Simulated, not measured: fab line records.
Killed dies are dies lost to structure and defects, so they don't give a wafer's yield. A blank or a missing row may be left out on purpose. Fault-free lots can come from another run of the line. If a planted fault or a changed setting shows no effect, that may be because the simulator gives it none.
fab line records	flow nandHarc
record lots=24	wafers=72	lastDay=33
route steps=1302 shown A_CHANNEL_HOLE_D2@585 A_CHANNEL_FILL_D2@614
lots with no fault: from the same line, run without faults
startH: hours from the record's first day to the start of the lot's first wafer shown	waitH: hours elapsed since this lot's preceding step	" unchanged from the row above	L1.1+2: a row that stands for several wafers	- either no value or no given start	* or withheld: withheld	< > ~ a bound
route shown NAME@n: a module of which the file shows steps, and the number in the route of the first	usual: mean/standard deviation taken from wafers without a fault	same: alike in all rows	chamber/n: place in a boat	sites: each site's reading	_std_site: how widely they spread, as a standard deviation	_edge_site: mean of outer sites minus mean of inner sites	radiusMm: for every site, how far away it sits from the centre of the wafer	mask NAME#n: copy n	behind: tool/chamber where the wafer was last shaped	hold: cause of the lot's hold/its duration in hours/its outcome	device: which transistor (n, p or np) failed to switch	end of line: tests of these same wafers at the route's end	where a step has no rows: the recipe by itself	killed: the dies lost at the first sort to structure and to defects; this is not the yield of the wafer	map: shows each die of a wafer: x if killed, . if not, _ if none is there
set.NAME: the setting as run; set.NAME@STEP: as run at that earlier step	model.NAME: the simulator's own value behind a step, which no gauge read
one table for each step of the route and one row for each wafer, over a sample of lots
services: when a tool's chamber went out of use (startH, in hours from the record's first day, below 0 if earlier), for how many hours, and the reason
## steps
# step NHARC_A_CHANNEL_HOLE_D2_DESCUM_15
# recipe timeS=3	o2FlowSccm=200	arFlowSccm=0	biasPowerW=0	chemistry=O2
# usual drypumpMotorCurrentA=5.7/0.51	mfcArSccm=0.005/0.0075	oesProductAu=0.999/0.009	rfVppV=57.7/0.93	showerheadPlenumPTorr=1.89/0.093	throttleValvePct=11.311/0.0087
lot.wafer	tool	chamber	startH	waitH	drypumpMotorCurrentA	mfcArSccm	oesProductAu	rfHoursCounterH	rfVppV	showerheadPlenumPTorr	throttleValvePct
L075.2	rieDiel-06	2	299.49	0.1	5.3	0	0.985	11	57.2	1.83	11.309
L075.3	"	3	"	"	6.5	0	1.021	11	56.8	1.79	11.303
L075.5	"	2	"	"	5.3	0	0.994	-	56.8	1.83	11.317
L074.1	rieDiel-13	1	299.69	0.1	4.7	0.000	0.994	6	58.8	1.79	11.309
L074.2	"	0	"	"	5.8	0	1.012	5	56.0	1.88	11.305
L074.5	"	2	"	"	4.9	0.019	0.986	-	57.5	1.95	11.299
L076.3	rieDiel-13	1	318.32	0.1	4.7	0.000	0.997	8	58.2	1.79	11.314
L076.6	"	0	"	"	5.7	0	1.010	-	57.2	1.88	11.321
L076.5	"	1	"	"	4.7	0.000	0.989	-	57.4	1.79	11.317
L077.3	rieDiel-13	0	325.12	0.1	5.8	0	1.008	8	56.9	1.88	11.315
L077.4	"	1	"	"	4.7	0.000	1.000	9	57.3	1.79	11.306
L077.5	"	3	"	"	5.5	0.004	0.981	-	59.4	2.03	11.323
L078.3	rieDiel-07	3	343.77	0.1	6.2	0	0.996	2	55.9	1.79	11.314
L078.2	"	1	"	"	6.4	0.012	0.997	1	58.0	1.97	11.309
L078.5	"	2	"	"	5.8	0	1.004	-	57.0	1.84	11.293
L079.1	rieDiel-06	1	343.91	0.1	5.5	0	0.988	2	57.3	1.78	11.316
L079.6	"	3	"	"	6.6	0	0.998	-	59.3	1.79	11.311
L079.4	"	0	"	"	5.6	0	0.988	-	58.0	1.96	11.318
L080.2	rieDiel-07	0	363.84	0.1	5.8	0.019	1.001	3	58.0	2.01	11.295
L080.4	"	1	"	"	6.4	0.012	1.000	-	58.4	1.97	11.311
L080.6	"	3	"	"	6.1	0	0.996	-	56.9	1.79	11.315
L081.3	rieDiel-06	0	365.28	0.1	5.6	0	0.990	2	56.9	1.96	11.293
L081.2	"	2	"	"	5.3	0	0.988	2	56.6	1.83	11.298
L081.1	"	3	"	"	6.6	0	0.984	2	58.5	1.79	11.322
L082.1	rieDiel-07	0	368.15	0.1	5.8	0.019	0.994	4	57.5	2.01	11.317
L082.3	"	1	"	"	6.4	0.012	0.993	3	58.0	1.97	11.320
L082.6	"	1	"	"	6.4	0.012	0.997	-	58.4	1.97	11.311
L083.3	rieDiel-07	1	386.70	0.1	6.4	0.012	0.989	5	59.1	1.97	11.302
L083.4	"	1	"	"	6.4	0.012	0.993	-	57.2	1.97	11.301
L083.5	"	3	"	"	6.1	0	1.004	-	56.3	1.79	11.309
L085.3	rieDiel-13	2	398.75	0.1	4.9	0.019	1.014	4	58.3	1.95	11.325
L085.1	"	3	"	"	5.5	0.004	1.005	3	58.2	2.03	11.320
L085.6	"	2	"	"	4.9	0.019	1.009	-	57.2	1.95	11.304
L084.2	rieDiel-07	3	399.30	0.1	6.2	0	0.998	7	56.0	1.79	11.320
L084.6	"	0	"	"	5.8	0.019	1.011	-	58.6	2.01	11.302
L084.5	"	3	"	"	6.2	0	1.009	-	57.5	1.79	11.310
L086.2	rieDiel-06	3	399.59	0.1	6.5	0	1.000	5	57.1	1.79	11.314
L086.1	"	0	"	"	5.6	0	0.999	6	57.4	1.96	11.310
L086.5	"	1	"	"	5.5	0	1.002	-	56.5	1.78	11.315
L087.4	rieDiel-07	3	411.52	0.1	6.2	0	1.001	-	59.2	1.79	11.314
L087.5	"	0	"	"	5.8	0.019	1.011	-	58.5	2.01	11.316
L087.6	"	1	"	"	6.4	0.012	0.998	-	59.1	1.97	11.307
L089.3	rieDiel-06	2	441.05	0.1	5.3	0	1.000	6	59.5	1.83	11.292
L089.1	"	3	"	"	6.6	0	0.973	7	57.2	1.79	11.306
L089.2	"	0	"	"	5.6	0	0.998	8	56.7	1.95	11.319
L088.2	rieDiel-13	3	441.83	0.1	5.5	0.004	0.986	6	57.8	2.03	11.323
L088.6	"	2	"	"	4.9	0.019	1.014	-	58.8	1.95	11.326
L088.5	"	3	"	"	5.5	0.004	0.986	-	57.2	2.03	11.322
L090.1	rieDiel-06	2	445.89	0.1	5.2	0	1.001	6	55.6	1.83	11.318
L090.5	"	2	"	"	5.2	0	1.007	-	58.2	1.83	11.322
L090.4	"	0	"	"	5.6	0	0.990	-	58.2	1.95	11.318
L091.2	rieDiel-07	2	465.29	0.1	5.8	0	1.006	4	56.9	1.84	11.318
L091.4	"	0	"	"	5.8	0.019	1.004	10	59.0	2.01	11.310
L091.5	"	2	"	"	5.8	0	1.008	-	58.0	1.84	11.308
L092.1	rieDiel-06	1	475.49	0.1	5.6	0	0.995	10	56.6	1.78	11.308
L092.5	"	3	"	"	6.5	0	0.993	-	58.0	1.78	11.321
L092.6	"	0	"	"	5.6	0	0.998	-	57.8	1.95	11.324
L093.1	rieDiel-13	0	477.55	0.1	5.7	0	0.999	8	56.1	1.88	11.294
L093.2	"	1	"	"	4.7	0.000	1.004	9	57.3	1.79	11.301
L093.5	"	2	"	"	4.9	0.019	1.010	-	59.0	1.95	11.325
L094.2	rieDiel-06	0	493.87	0.1	5.6	0	0.987	0	57.0	1.95	11.301
L094.1	"	1	"	"	5.5	0	1.001	0	56.2	1.78	11.309
L094.5	"	3	"	"	6.6	0	1.009	-	56.7	1.78	11.315
L095.1	rieDiel-07	3	507.32	0.1	6.2	0	1.010	1	59.4	1.79	11.318
L095.2	"	2	"	"	5.8	0	0.998	0	56.6	1.84	11.312
L095.5	"	0	"	"	5.8	0.019	1.013	-	57.6	2.01	11.308
L097.1	rieDiel-07	3	517.48	0.1	6.2	0	1.010	2	57.4	1.79	11.305
L097.3	"	2	"	"	5.8	0	0.998	2	57.7	1.84	11.320
L097.6	"	0	"	"	5.8	0.019	0.996	-	58.3	2.01	11.302
L096.3	rieDiel-06	1	518.10	0.1	5.5	0	0.997	1	57.1	1.78	11.299
L096.5	"	0	"	"	5.6	0	0.992	-	58.3	1.95	11.306
L096.6	"	1	"	"	5.5	0	1.004	-	57.7	1.78	11.316
# step NHARC_A_CHANNEL_HOLE_D2_ETCH_27
# recipe biasV=400	sourceW=2000	pressureMtorr=25	timeS=90	arFlowSccm=375	c4f8FlowSccm=41.7	o2FlowSccm=83.3	tempC=-20	targetDepthA=4000	chemistry=C4F8/O2/Ar
# usual drypumpMotorCurrentA=5.56/0.27	mfcArSccm=375.0/1.1	showerheadPlenumPTorr=3.75/0.13	throttleValvePct=27.619/0.0086
lot.wafer	tool	chamber	startH	waitH	drypumpMotorCurrentA	mfcArSccm	rfHoursCounterH	showerheadPlenumPTorr	throttleValvePct
L075.2	harEtch-02	0	304.67	0.2	5.96	375.1	367	3.63	27.618
L075.3	"	1	"	"	5.19	374.8	-	3.66	27.617
L075.5	"	1	"	"	5.19	374.5	-	3.66	27.611
L074.2	harEtch-01	0	306.44	0.2	5.54	375.4	152	3.69	27.612
L074.1	"	1	"	"	5.57	376.0	152	3.73	27.616
L074.5	"	0	"	"	5.55	375.4	-	3.69	27.617
L076.3	harEtch-01	0	323.58	0.2	5.53	376.9	-	3.69	27.622
L076.6	"	1	"	"	5.57	374.4	-	3.73	27.637
L076.5	"	0	"	"	5.53	374.0	-	3.69	27.629
L077.4	harEtch-02	1	333.34	0.2	5.19	374.2	-	3.65	27.614
L077.3	"	0	"	"	5.98	374.7	-	3.62	27.617
L077.5	"	0	"	"	6.00	374.5	-	3.62	27.619
L078.2	harEtch-02	1	350.93	0.2	5.17	376.8	390	3.64	27.613
L078.3	"	1	"	"	5.16	375.4	-	3.64	27.624
L078.5	"	1	"	"	5.17	375.7	-	3.64	27.617
L079.1	harEtch-01	1	351.65	0.2	5.57	375.1	175	3.72	27.620
L079.4	"	0	"	"	5.57	376.2	-	3.68	27.633
L079.6	"	1	"	"	5.56	373.9	-	3.72	27.606
L080.2	harEtch-01	1	372.83	0.2	5.58	374.9	186	3.71	27.612
L080.4	"	1	"	"	5.54	374.0	-	3.71	27.625
L080.6	"	1	"	"	5.59	375.2	-	3.71	27.648
L081.2	harEtch-02	1	373.24	0.2	5.18	372.6	405	3.63	27.631
L081.1	"	0	"	"	5.98	377.0	405	3.61	27.608
L081.3	"	0	"	"	5.98	375.9	-	3.61	27.622
L082.1	harEtch-01	0	376.99	0.2	5.57	377.5	190	3.67	27.629
L082.3	"	0	"	"	5.57	375.2	-	3.67	27.633
L082.6	"	0	"	"	5.56	375.2	-	3.67	27.622
L083.3	harEtch-01	1	394.97	0.2	5.55	374.5	-	3.70	27.627
L083.4	"	0	"	"	5.52	375.3	-	3.67	27.613
L083.5	"	1	"	"	5.56	373.1	-	3.70	27.609
L085.1	harEtch-02	1	404.20	0.2	5.22	374.9	7	3.98	27.620
L085.3	"	1	"	"	5.16	375.9	-	3.98	27.609
L085.6	"	0	"	"	5.97	373.9	-	3.98	27.615
L084.2	harEtch-01	1	407.01	0.2	5.54	376.2	213	3.69	27.621
L084.5	"	1	"	"	5.56	377.0	-	3.69	27.614
L084.6	"	0	"	"	5.56	374.8	-	3.66	27.617
L086.1	harEtch-02	1	408.34	0.2	5.19	374.6	11	3.97	27.612
L086.2	"	0	"	"	5.98	375.2	11	3.97	27.628
L086.5	"	0	"	"	5.98	373.6	-	3.97	27.613
L087.4	harEtch-01	1	416.96	0.2	5.57	373.6	-	3.69	27.611
L087.5	"	0	"	"	5.57	375.5	-	3.66	27.625
L087.6	"	1	"	"	5.58	374.9	-	3.69	27.623
L089.2	harEtch-01	0	446.85	0.2	5.52	375.1	236	3.65	27.624
L089.1	"	1	"	"	5.53	376.1	236	3.68	27.624
L089.3	"	1	"	"	5.58	375.6	-	3.68	27.639
L088.2	harEtch-02	0	449.55	0.2	5.97	373.2	34	3.96	27.614
L088.5	"	0	"	"	5.98	373.3	-	3.96	27.613
L088.6	"	1	"	"	5.18	374.8	-	3.96	27.608
L090.1	harEtch-01	0	451.23	0.2	5.52	376.4	240	3.64	27.611
L090.4	"	1	"	"	5.53	376.6	-	3.68	27.604
L090.5	"	1	"	"	5.55	374.4	-	3.68	27.622
L091.2	harEtch-02	0	471.40	0.2	5.98	376.7	46	3.95	27.619
L091.4	"	1	"	"	5.20	376.7	-	3.95	27.626
L091.5	"	1	"	"	5.19	375.1	-	3.95	27.613
L093.2	harEtch-02	1	486.96	0.2	5.17	376.7	57	3.95	27.617
L093.1	"	0	"	"	5.98	374.3	57	3.95	27.639
L093.5	"	1	"	"	5.12	375.1	-	3.95	27.626
L092.1	harEtch-01	1	488.68	0.2	5.58	375.3	255	3.67	27.609
L092.6	"	0	"	"	5.55	374.4	-	3.64	27.610
L092.5	"	1	"	"	5.57	373.8	-	3.67	27.602
L094.1	harEtch-02	1	499.02	0.2	5.15	375.2	65	3.94	27.612
L094.2	"	0	"	"	5.97	375.1	65	3.94	27.620
L094.5	"	0	"	"	5.98	376.0	-	3.94	27.631
L095.1	harEtch-01	0	512.48	0.2	5.53	376.3	267	3.63	27.619
L095.2	"	1	"	"	5.56	375.9	267	3.66	27.633
L095.5	"	1	"	"	5.53	375.3	-	3.66	27.617
L097.1	harEtch-01	0	522.68	0.2	5.52	375.0	274	3.63	27.633
L097.3	"	0	"	"	5.55	374.4	-	3.63	27.618
L097.6	"	1	"	"	5.56	374.0	-	3.66	27.626
L096.3	harEtch-02	1	524.61	0.2	5.18	375.4	-	3.94	27.615
L096.5	"	0	"	"	5.98	375.9	-	3.94	27.611
L096.6	"	1	"	"	5.18	375.0	-	3.94	27.619
# step NHARC_A_CHANNEL_HOLE_D2_INSPECT_40
# usual rawDefectCount=278/72
lot.wafer	tool	chamber	startH	waitH	rawDefectCount
L075.2	defectInspect-02	-	306.41	-	248
L075.3	"	-	"	"	348
L075.5	"	-	"	"	248
L074.1	defectInspect-01	-	308.17	-	239
L074.2	"	-	"	"	249
L074.5	"	-	"	"	244
L076.3	defectInspect-02	-	325.70	-	174
L076.5	"	-	"	"	310
L076.6	"	-	"	"	281
L077.3	defectInspect-02	-	335.22	-	318
L077.4	"	-	"	"	228
L077.5	"	-	"	"	269
L078.2	defectInspect-01	-	352.82	-	295
L078.3	"	-	"	"	471
L078.5	"	-	"	"	509
L079.1	defectInspect-02	-	353.34	-	279
L079.4	"	-	"	"	231
L079.6	"	-	"	"	313
L080.2	defectInspect-02	-	374.57	-	229
L080.4	"	-	"	"	165
L080.6	"	-	"	"	255
L081.1	defectInspect-02	-	375.02	-	263
L081.2	"	-	"	"	341
L081.3	"	-	"	"	282
L082.1	defectInspect-02	-	378.87	-	271
L082.3	"	-	"	"	313
L082.6	"	-	"	"	337
L083.3	defectInspect-01	-	396.63	-	275
L083.4	"	-	"	"	210
L083.5	"	-	"	"	213
L085.1	defectInspect-02	-	405.90	-	203
L085.3	"	-	"	"	129
L085.6	"	-	"	"	160
L084.2	defectInspect-01	-	408.90	-	249
L084.5	"	-	"	"	253
L084.6	"	-	"	"	243
L086.1	defectInspect-02	-	410.07	-	181
L086.2	"	-	"	"	262
L086.5	"	-	"	"	247
L087.4	defectInspect-02	-	418.60	-	274
L087.5	"	-	"	"	264
L087.6	"	-	"	"	217
L089.1	defectInspect-02	-	448.57	-	235
L089.2	"	-	"	"	324
L089.3	"	-	"	"	332
L088.2	defectInspect-02	-	451.28	-	193
L088.5	"	-	"	"	160
L088.6	"	-	"	"	208
L090.1	defectInspect-01	-	452.97	-	372
L090.4	"	-	"	"	333
L090.5	"	-	"	"	437
L091.2	defectInspect-01	-	473.29	-	313
L091.4	"	-	"	"	293
L091.5	"	-	"	"	319
L093.1	defectInspect-01	-	488.68	-	245
L093.2	"	-	"	"	221
L093.5	"	-	"	"	206
L092.1	defectInspect-02	-	490.37	-	347
L092.5	"	-	"	"	439
L092.6	"	-	"	"	439
L094.1	defectInspect-01	-	500.77	-	328
L094.2	"	-	"	"	242
L094.5	"	-	"	"	171
L095.1	defectInspect-01	-	514.22	-	304
L095.2	"	-	"	"	333
L095.5	"	-	"	"	284
L097.1	defectInspect-01	-	524.39	-	252
L097.3	"	-	"	"	266
L097.6	"	-	"	"	341
L096.3	defectInspect-02	-	526.24	-	216
L096.5	"	-	"	"	288
L096.6	"	-	"	"	291
# step NHARC_A_CHANNEL_FILL_D2_ALD_14
# recipe targetThkA=25	pulseTimeS=10	aldCycles=25	tempC=300	material=SiO2
# usual heaterPowerW=487/68	precursorPulseHeightRel=1.001/0.02
lot.wafer	tool	chamber	startH	waitH	heaterPowerW	precursorPulseHeightRel	sinceWetCleanH
L074.1	aldHk-01	1	313.61	0.1	457	1.007	2
L074.2	"	2	"	"	446	0.983	2
L074.5	"	0	"	"	539	1.026	-
L075.2	aldHk-04	2	313.72	0.2	643	0.991	49
L075.3	"	0	"	"	481	0.990	49
L075.5	"	3	"	"	448	1.016	-
L076.3	aldHk-03	2	332.93	0.0	443	1.014	103
L076.6	"	2	"	"	450	0.985	-
L076.5	"	3	"	"	407	0.967	-
L077.4	aldHk-04	0	342.49	0.1	485	1.024	78
L077.3	"	1	"	"	516	0.991	78
L077.5	"	3	"	"	465	1.020	-
L079.4	aldHk-01	2	360.07	0.1	451	1.043	48
L079.1	"	3	"	"	478	0.998	49
L079.6	"	2	"	"	456	0.998	-
L078.3	aldHk-03	2	360.10	0.1	441	1.016	130
L078.2	"	3	"	"	430	0.990	130
L078.5	"	1	"	"	472	0.985	-
L081.2	aldHk-03	2	381.77	0.0	440	1.009	152
L081.3	"	0	"	"	437	1.007	152
L081.1	"	1	"	"	478	0.968	152
L080.2	aldHk-01	2	381.82	0.1	460	0.974	70
L080.4	"	0	"	"	550	0.972	70
L080.6	"	1	"	"	459	0.999	-
L082.3	aldHk-04	0	386.31	0.1	478	0.997	122
L082.1	"	2	"	"	659	0.969	122
L082.6	"	0	"	"	487	1.037	-
L083.4	aldHk-01	1	403.85	0.1	449	0.977	92
L083.3	"	3	"	"	474	1.000	92
L083.5	"	0	"	"	563	1.008	-
L085.3	aldHk-04	1	413.22	0.1	510	1.028	148
L085.1	"	2	"	"	668	1.007	149
L085.6	"	0	"	"	492	1.029	-
L084.2	aldHk-03	3	418.97	2.9	428	0.982	10
L084.5	"	3	"	"	428	0.967	-
L084.6	"	0	"	"	444	1.000	-
L086.1	aldHk-01	0	419.01	2.9	547	1.014	107
L086.2	"	2	"	"	450	1.012	108
L086.5	"	0	"	"	540	1.046	-
L087.4	aldHk-04	3	426.30	0.1	473	0.989	162
L087.5	"	2	"	"	675	1.002	-
L087.6	"	3	"	"	456	1.030	-
L089.3	aldHk-04	1	456.67	0.0	516	0.986	14
L089.2	"	2	"	"	660	1.005	14
L089.1	"	3	"	"	434	1.024	14
L088.2	aldHk-01	0	456.71	0.1	554	0.962	145
L088.5	"	3	"	"	467	1.031	-
L088.6	"	0	"	"	562	0.989	-
L090.1	aldHk-03	2	460.14	0.0	430	1.009	51
L090.4	"	3	"	"	421	0.996	51
L090.5	"	2	"	"	417	0.952	-
L091.2	aldHk-04	2	480.52	0.0	662	1.032	38
L091.4	"	3	"	"	434	0.991	38
L091.5	"	3	"	"	437	0.982	-
L092.1	aldHk-03	2	498.64	0.1	427	1.012	89
L092.6	"	0	"	"	439	1.032	-
L092.5	"	1	"	"	488	0.964	-
L093.1	aldHk-01	1	498.64	0.1	434	1.015	9
L093.2	"	2	"	"	432	1.029	9
L093.5	"	0	"	"	541	0.984	-
L094.1	aldHk-01	1	507.96	0.0	429	1.040	18
L094.2	"	0	"	"	532	1.015	18
L094.5	"	1	"	"	435	0.990	-
L095.2	aldHk-04	1	521.47	0.1	517	0.996	79
L095.1	"	3	"	"	443	0.990	79
L095.5	"	1	"	"	508	1.014	-
L097.3	aldHk-03	1	531.52	0.0	486	1.050	122
L097.1	"	2	"	"	429	1.011	122
L097.6	"	2	"	"	426	0.993	-
L096.3	aldHk-04	1	531.64	0.2	523	1.025	89
L096.6	"	2	"	"	634	1.030	-
L096.5	"	3	"	"	437	1.014	-
# step NHARC_A_CHANNEL_FILL_D2_ETCHBACK_08
# recipe targetDepthA=2200	timeS=110	c4f8FlowSccm=20	arFlowSccm=withheld	rfW=600	biasW=300	chemistry=C4F8
# usual oesProductAu=0.97/0.036	rfVppV=439.7/2.7
lot.wafer	tool	chamber	startH	waitH	oesProductAu	rfHoursCounterH	rfVppV
L075.2	rieDiel-01	3	-	-	0.99	4	439.3
L075.3	"	2	"	"	0.98	4	441.4
L075.5	"	3	"	"	0.99	-	438.1
L074.1	rieDiel-01	1	-	-	0.98	4	436.9
L074.2	"	2	"	"	0.99	4	442.1
L074.5	"	3	"	"	1.00	-	439.8
L076.3	rieDiel-01	1	-	-	0.98	4	436.5
L076.5	"	0	"	"	0.99	-	440.6
L076.6	"	1	"	"	0.98	-	436.6
L077.4	rieDiel-09	3	-	-	0.94	11	435.8
L077.3	"	1	"	"	0.90	9	436.7
L077.5	"	3	"	"	0.93	-	437.0
L078.2	rieDiel-01	3	-	-	1.01	1	438.3
L078.3	"	1	"	"	0.99	0	437.9
L078.5	"	2	"	"	0.99	-	441.7
L079.4	rieDiel-10	1	-	-	0.92	4	438.9
L079.1	"	0	"	"	0.94	4	441.8
L079.6	"	1	"	"	0.92	-	437.5
L081.1	rieDiel-01	2	-	-	0.93	1	441.6
L081.2	"	0	"	"	0.92	1	438.1
L081.3	"	1	"	"	0.92	1	436.0
L082.3	rieDiel-09	0	-	-	1.01	19	443.8
L082.1	"	1	"	"	0.99	19	436.5
L082.6	"	3	"	"	1.01	-	437.7
L080.4	rieDiel-09	1	-	-	1.00	19	436.5
L080.2	"	2	"	"	1.00	19	436.8
L080.6	"	0	"	"	1.01	-	445.2
L083.4	rieDiel-01	1	-	-	0.91	1	437.4
L083.3	"	2	"	"	0.91	2	442.9
L083.5	"	1	"	"	0.91	-	437.7
L085.1	rieDiel-10	2	-	-	0.92	0	444.0
L085.3	"	1	"	"	0.92	1	436.5
L085.6	"	3	"	"	0.93	-	439.2
L086.1	rieDiel-01	0	-	-	0.92	2	440.5
L086.2	"	2	"	"	0.93	2	441.7
L086.5	"	1	"	"	0.92	-	436.7
L084.2	rieDiel-09	3	-	-	0.93	23	438.0
L084.5	"	1	"	"	0.92	-	436.5
L084.6	"	2	"	"	0.93	-	437.5
L087.4	rieDiel-10	1	-	-	0.98	1	437.7
L087.6	"	1	"	"	1.00	-	438.5
L087.5	"	2	"	"	0.99	-	445.1
L089.2	rieDiel-10	2	-	-	0.92	1	445.4
L089.1	"	0	"	"	1.02	2	442.1
L089.3	"	1	"	"	0.92	2	438.6
L088.2	rieDiel-09	1	-	-	1.00	34	436.9
L088.6	"	0	"	"	1.01	-	445.4
L088.5	"	1	"	"	0.99	-	434.2
L090.4	rieDiel-01	2	-	-	1.00	4	441.8
L090.1	"	3	"	"	1.00	4	439.5
L090.5	"	1	"	"	1.00	-	436.7
L091.4	rieDiel-01	2	-	-	0.93	5	441.9
L091.2	"	1	"	"	0.93	4	436.6
L091.5	"	3	"	"	0.94	-	438.5
L093.1	rieDiel-01	1	-	-	1.00	5	438.6
L093.2	"	2	"	"	0.99	5	442.8
L093.5	"	0	"	"	0.99	-	441.0
L092.1	rieDiel-10	2	-	-	0.98	3	442.9
L092.5	"	0	"	"	1.01	-	442.1
L092.6	"	1	"	"	0.97	-	438.2
L094.1	rieDiel-10	1	-	-	0.99	3	438.2
L094.2	"	2	"	"	0.98	3	443.7
L094.5	"	0	"	"	1.01	-	443.9
L095.2	rieDiel-10	1	-	-	0.92	4	438.6
L095.1	"	2	"	"	0.92	3	443.1
L095.5	"	1	"	"	0.92	-	438.5
L097.1	rieDiel-09	2	-	-	1.01	9	435.8
L097.3	"	3	"	"	1.00	9	436.9
L097.6	"	3	"	"	0.99	-	436.0
L096.3	rieDiel-10	1	-	-	1.00	4	438.3
L096.5	"	0	"	"	1.01	-	443.8
L096.6	"	1	"	"	0.99	-	438.7
# step NHARC_A_CHANNEL_FILL_D2_CMP_10
# recipe targetThkNm=150
# usual motorCurrentA=12.2/1.2	slurryFilterDpKPa=13.51/0.13	timeToEndpointS=14.8/2.9
lot.wafer	tool	chamber	startH	waitH	motorCurrentA	slurryFilterDpKPa	timeToEndpointS
L074.2	cmp-04	3	355.03	0.4	12.2	13.62	14.7
L074.1	"	1	"	"	11.9	13.44	13.3
L074.5	"	0	"	"	9.7	13.64	14.5
L075.3	cmp-01	1	355.03	0.4	12.9	13.42	13.4
L075.2	"	2	"	"	13.3	13.42	13.5
L075.5	"	2	"	"	13.6	13.50	15.1
L076.3	cmp-04	2	373.39	0.4	13.6	13.46	17.8
L076.6	"	0	"	"	10.2	13.51	16.3
L076.5	"	1	"	"	12.1	13.59	15.2
L077.3	cmp-04	1	384.16	0.4	11.9	13.55	18.2
L077.4	"	3	"	"	12.6	13.48	19.3
L077.5	"	2	"	"	14.1	13.65	17.4
L078.2	cmp-01	3	406.84	0.4	13.7	13.55	16.3
L078.3	"	1	"	"	12.8	13.42	11.1
L078.5	"	2	"	"	12.9	13.45	12.8
L079.1	cmp-02	1	406.87	0.4	12.6	13.56	15.6
L079.4	"	2	"	"	13.6	13.64	20.1
L079.6	"	3	"	"	11.3	13.46	17.2
L082.1	cmp-02	2	426.57	0.4	12.8	13.72	20.3
L082.3	"	3	"	"	12.2	13.67	12.9
L082.6	"	3	"	"	11.2	13.72	13.3
L081.1	cmp-04	1	426.59	0.4	11.8	13.37	14.3
L081.2	"	2	"	"	14.7	13.48	15.5
L081.3	"	3	"	"	12.3	13.40	12.9
L080.2	cmp-01	3	426.59	0.4	13.4	13.41	14.5
L080.4	"	0	"	"	10.6	13.70	7.4
L080.6	"	3	"	"	14.0	13.41	9.4
L083.4	cmp-04	2	445.43	0.4	14.4	13.55	15.1
L083.3	"	3	"	"	13.0	13.46	16.2
L083.5	"	1	"	"	11.5	13.39	12.9
L084.2	cmp-02	2	457.26	0.4	13.5	13.61	15.9
L084.5	"	2	"	"	12.6	13.43	17.8
L084.6	"	3	"	"	11.5	13.31	13.8
L085.1	cmp-04	0	457.29	0.4	10.5	13.56	13.8
L085.3	"	1	"	"	12.0	13.64	14.9
L085.6	"	0	"	"	10.7	13.49	11.7
L086.2	cmp-01	1	457.29	0.4	12.3	13.35	10.9
L086.1	"	2	"	"	13.2	13.72	12.3
L086.5	"	1	"	"	12.7	13.45	9.4
L087.4	cmp-02	0	469.28	0.4	12.7	13.52	11.7
L087.6	"	2	"	"	12.4	13.44	18.6
L087.5	"	3	"	"	11.1	13.48	16.4
L089.2	cmp-04	3	499.30	0.4	12.2	13.58	17.2
L089.1	"	1	"	"	12.0	13.70	19.1
L089.3	"	2	"	"	14.4	13.46	16.9
L088.2	cmp-01	3	499.30	0.4	14.3	13.58	13.0
L088.6	"	3	"	"	13.7	13.41	10.9
L088.5	"	0	"	"	11.2	13.37	9.2
L090.4	cmp-02	3	499.48	0.5	11.3	13.53	14.1
L090.1	"	0	"	"	12.5	13.63	11.8
L090.5	"	3	"	"	11.9	13.46	15.9
L091.2	cmp-02	3	524.18	0.4	11.5	13.50	15.3
L091.4	"	0	"	"	13.3	13.83	15.1
L091.5	"	3	"	"	11.1	13.44	13.6
L093.2	cmp-04	0	538.95	0.4	9.9	13.70	19.9
L093.1	"	2	"	"	13.8	13.68	15.8
L093.5	"	0	"	"	9.9	13.48	20.3
L092.1	cmp-02	2	539.01	0.4	13.4	13.39	18.0
L092.5	"	3	"	"	11.9	13.39	15.4
L092.6	"	0	"	"	12.4	13.54	13.9
L094.1	cmp-04	0	549.03	0.4	10.6	13.25	14.7
L094.2	"	1	"	"	11.9	13.48	14.5
L094.5	"	3	"	"	12.5	13.53	15.3
L095.2	cmp-04	0	563.44	0.4	10.5	13.54	15.2
L095.1	"	2	"	"	14.0	13.71	18.3
L095.5	"	3	"	"	12.6	13.53	19.2
L096.3	cmp-01	2	571.31	0.4	13.2	13.42	10.5
L096.6	"	1	"	"	12.3	13.22	10.8
L096.5	"	2	"	"	13.0	13.58	8.9
L097.1	cmp-04	2	571.33	0.4	14.2	13.32	17.6
L097.3	"	3	"	"	12.5	13.41	17.8
L097.6	"	1	"	"	11.8	13.51	16.4
## services
tool	chamber	startH	hours	kind
aldHk-04	-	281.34	1.4	repair
rieDiel-07	2	286.92	3.3	repair
rieDiel-07	-	294.20	9.0	pm
cmp-04	-	298.32	2.3	repair
cmp-04	-	307.04	4.0	pm
rieDiel-06	-	307.20	9.0	pm
rieDiel-07	0	318.46	11.5	repair
rieDiel-06	3	320.80	13.6	repair
rieDiel-07	1	322.69	3.7	repair
rieDiel-01	0	328.31	10.0	repair
rieDiel-01	1	334.30	5.2	repair
rieDiel-06	2	342.10	8.0	repair
cmp-04	-	344.96	2.4	repair
rieDiel-01	0	354.52	5.8	repair
harEtch-02	-	379.41	17.0	pm
rieDiel-01	-	380.80	9.0	pm
cmp-04	-	388.15	2.9	repair
cmp-04	-	402.52	1.7	repair
cmp-04	-	405.04	4.0	pm
rieDiel-01	-	486.97	0.3	repair
cmp-04	-	503.04	4.0	pm
harEtch-02	-	511.62	1.7	repair
cmp-04	-	516.18	3.5	repair
rieDiel-01	-	557.80	9.0	pm
## key
fault none
